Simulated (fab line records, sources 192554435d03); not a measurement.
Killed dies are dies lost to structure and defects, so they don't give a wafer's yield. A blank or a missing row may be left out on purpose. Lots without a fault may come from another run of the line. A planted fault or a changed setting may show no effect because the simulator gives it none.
Chamber matching | flow n5_finfet | N5_BEOL_M1_ALD_98 on ald_sin-01: 4 sister chambers
The step deposits SiO2, target thk 2.5 nm, pulse time 1 s, co reactant pulse time 1 s. 4 wafers are shown with their chamber, then 12 later ones without.

WAFERS WITH THEIR CHAMBER
wafer  | chamber | heater_power_w (W)
L085.6 | 0       | 82
L086.5 | 1       | 79
L088.5 | 3       | 75
L088.6 | 2       | 75

WAFERS WITHOUT THEIR CHAMBER
wafer  | heater_power_w (W)
L091.1 | 77
L091.2 | 75
L091.4 | 79
L092.1 | 83
L092.2 | 78
L092.3 | 75
L093.1 | 78
L093.3 | 74
L093.5 | 75
L095.2 | 78
L095.3 | 77
L095.6 | 83

WHICH CHAMBER EACH WENT THROUGH
wafer  | from the rows above          | in truth
L091.1 | can't be placed: 1 or 2 or 3 | 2
L091.2 | can't be placed: 2 or 3      | 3
L091.4 | 1                            | 1
L092.1 | 0                            | 0
L092.2 | can't be placed: 1 or 2 or 3 | 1
L092.3 | can't be placed: 2 or 3      | 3
L093.1 | can't be placed: 1 or 2 or 3 | 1
L093.3 | can't be placed: 2 or 3      | 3
L093.5 | can't be placed: 2 or 3      | 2
L095.2 | can't be placed: 1 or 2 or 3 | 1
L095.3 | can't be placed: 1 or 2 or 3 | 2
L095.6 | 0                            | 0
Placed correctly: 3 of 12. Can't be placed from these rows: 9 (the true chamber is among the candidates in 9). Placed wrongly: 0.
How it was worked out, from the rows above alone: a wafer's distance from a chamber is the root of the sum, over the readings, of the square of ((its reading less the chamber's mean) divided by the reading's scatter). The wafer belongs to the nearest chamber; if the next one is less than 2 further off, it can't be placed. A chamber's mean is the mean of its shown wafers. The scatter: with one shown wafer a chamber, the root of the mean of the squares of how far each hidden wafer lies from its nearest shown one.
